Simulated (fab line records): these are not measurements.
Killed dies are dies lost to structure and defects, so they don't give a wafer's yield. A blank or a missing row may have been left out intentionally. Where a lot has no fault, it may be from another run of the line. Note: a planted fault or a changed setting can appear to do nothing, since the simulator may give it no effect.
Split-lot study ; flow n5-finfet ; on a route of 1938 steps: 7 lots, 21 wafers read

SPLIT DETAILS
At N5_BEOL_M5_EXPOSE_08 (exposes mask M5, target cd 28 nm), the setting dose-mj was moved away from the recipe's 35.75 on 9 of the 21 wafers read, by -7.4% to +4.6%. This setting was run at the recipe's value on the other wafers.

FROM THE SPLIT TO THE READING: what the file shows between them, 25 steps
- N5_BEOL_M5_PEB_09: peb time 60 s
- N5_BEOL_M5_DEVELOP_10: develop time 30 s
- N5_BEOL_M5_CD_MEAS_11: target cd 27.74 nm
- N5_BEOL_M5_DESCUM_16: chemistry O2, time 7 s
- N5_BEOL_M5_ETCH_72: etches underlayer in N2/H2, target depth 6.5 nm, time 5.2 s
- N5_BEOL_M5_ETCH_61: etches SiARC in CF4, target depth 15.6 nm, time 26 s
- N5_BEOL_M5_ETCH_62: etches SOC in N2/H2, target depth 75 nm, overetch 15 nm, time 112.5 s
- N5_BEOL_M5_STRIP_63: strips in N2/H2
- N5_BEOL_M5_STRIP_73: strips in N2/H2
- N5_BEOL_M5_HM_OPEN_17: chemistry Cl2/BCl3, target TiN, target depth 20 nm, overetch 6 nm
- N5_BEOL_M5_STRIP_19: strips in O2
- N5_BEOL_M5_CD_MEAS_18: pitch 56 nm, target cd 28 nm
- N5_BEOL_M5_COAT_65: time 60 s, resist thk 60 nm
- N5_BEOL_M5_COAT_66: time 60 s, resist thk 12 nm
- N5_BEOL_M5_DESCUM_33: chemistry O2, time 7 s
- N5_BEOL_M5_ETCH_75: etches underlayer in N2/H2, target depth 6.5 nm, time 5.2 s
- N5_BEOL_M5_ETCH_67: etches SiARC in CF4, target depth 15.6 nm, time 26 s
- N5_BEOL_M5_ETCH_68: etches SOC in N2/H2, target depth 80 nm, overetch 16 nm, time 120 s
- N5_BEOL_M5_STRIP_85: strips in C4F6/O2
- N5_BEOL_M5_STRIP_36: strips in N2/H2
- N5_BEOL_M5_TRENCH_ETCH_37: etches SiCOH lowk in C4F6/O2, target depth 71.652 nm, time 24.7 s
- N5_BEOL_M5_ETCH_41: etches SiCN in CH3F/O2, target depth 31.5 nm, time 56.7 s
- N5_BEOL_M5_STRIP_91: strips in N2/H2, time 10 s
- N5_BEOL_M5_PRECLEAN_42: cleans in residue remover, time 60 s
- N5_BEOL_M5_SRD_43: time 30 s

THE READING
cd-nm, in nm, at N5_BEOL_M5_CD_MEAS_35 (target cd 28 nm, target cd y 24 nm). Typical for fault-free wafers on this fab line: 27.98 nm, with standard deviation 0.28 nm.

wafer;tool, chamber at the split;dose-mj as run;against the recipe;cd-nm, nm;against lot-mates on the recipe
L074.1;euv-scanner-01, 0;35.75;recipe;27.98;-
L074.3;euv-scanner-01, 0;36.73;+2.7%;28.67;+0.69
L074.4;euv-scanner-01, 0;36.73;+2.7%;28.91;+0.93
L076.1;euv-scanner-01, 0;36.99;+3.5%;29.23;+1.20
L076.3;euv-scanner-01, 0;35.75;recipe;28.03;-
L076.6;euv-scanner-01, 0;36.99;+3.5%;28.86;+0.83
L077.1;euv-scanner-01, 0;35.75;recipe;28.25;-
L077.4;euv-scanner-01, 0;37.39;+4.6%;29.01;+0.91
L077.5;euv-scanner-01, 0;35.75;recipe;27.96;-
L086.1;euv-scanner-02, 0;33.09;-7.4%;26.28;-2.21
L086.5;euv-scanner-02, 0;35.75;recipe;28.49;-
L086.6;euv-scanner-02, 0;33.09;-7.4%;26.52;-1.97
L088.1;euv-scanner-02, 0;35.75;recipe;28.31;-
L088.3;euv-scanner-02, 0;35.75;recipe;27.62;-
L088.6;euv-scanner-02, 0;35.75;recipe;27.99;-
L094.1;euv-scanner-02, 0;35.75;recipe;28.16;-
L094.4;euv-scanner-02, 0;35.75;recipe;27.98;-
L094.5;euv-scanner-02, 0;35.75;recipe;28.33;-
L096.1;euv-scanner-02, 0;34.79;-2.7%;26.73;-1.31
L096.3;euv-scanner-02, 0;35.75;recipe;28.04;-
L096.6;euv-scanner-02, 0;34.79;-2.7%;27.10;-0.94

FIT RESULTS
A straight line over all 21 wafers: cd-nm changes by +0.249 nm for each +1% of dose-mj; r = +0.94; the points scatter about the line by 0.27 nm.
The same after taking each lot's own level away (the mean of its wafers on the recipe; 21 wafers): +0.284 nm for each +1%; r = +0.97; scatter 0.22 nm.
According to that fit, moving dose-mj by its largest amount changes the reading by 2.1 nm.
The lots' own levels span 27.973 to 28.490 nm, that is 1.8 times the standard deviation above.
In other words, the slope is changed by the lot-to-lot level; the two fits disagree.
Check: for one of the wafers moved furthest among these (-7.4%), held out of the fit, the line's prediction against its lot-mates is -2.13 nm. It came out at -2.21 nm against them.

THE WHOLE CHAIN: every reading that the file lists as answering this split, in the file's order
step;what it does;reading;change (the file's fit);r (the file's)
N5_BEOL_M5_CD_MEAS_11;target cd 27.74 nm;cd-nm;+0.235 nm for each +1% of the setting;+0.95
N5_BEOL_M5_DESCUM_16;chemistry O2, time 7 s;BEOL_M5.cd-nm (the simulator's own value, which no gauge read);+0.253 nm for each +1% of the setting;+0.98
N5_BEOL_M5_ETCH_72;etches underlayer in N2/H2, target depth 6.5 nm, time 5.2 s;BEOL_M5.cd-nm (the simulator's own value, which no gauge read);+0.262 nm for each +1% of the setting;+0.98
N5_BEOL_M5_ETCH_62;etches SOC in N2/H2, target depth 75 nm, overetch 15 nm, time 112.5 s;BEOL_M5.cd-nm (the simulator's own value, which no gauge read);+0.266 nm for each +1% of the setting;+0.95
N5_BEOL_M5_CD_MEAS_18;pitch 56 nm, target cd 28 nm;cd-nm;+0.254 nm for each +1% of the setting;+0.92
N5_BEOL_M5_ETCH_75;etches underlayer in N2/H2, target depth 6.5 nm, time 5.2 s;BEOL_M5.cd-nm (the simulator's own value, which no gauge read);+0.242 nm for each +1% of the setting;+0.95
N5_BEOL_M5_TRENCH_ETCH_37;etches SiCOH lowk in C4F6/O2, target depth 71.652 nm, time 24.7 s;BEOL_M5.cd-nm (the simulator's own value, which no gauge read);+0.277 nm for each +1% of the setting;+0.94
N5_BEOL_M5_CD_MEAS_35;target cd 28 nm, target cd y 24 nm;cd-nm;+0.276 nm for each +1% of the setting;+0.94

THE FILE'S OWN FIT
cd-nm changes by +0.276 nm for each +1% of dose-mj, r = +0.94.
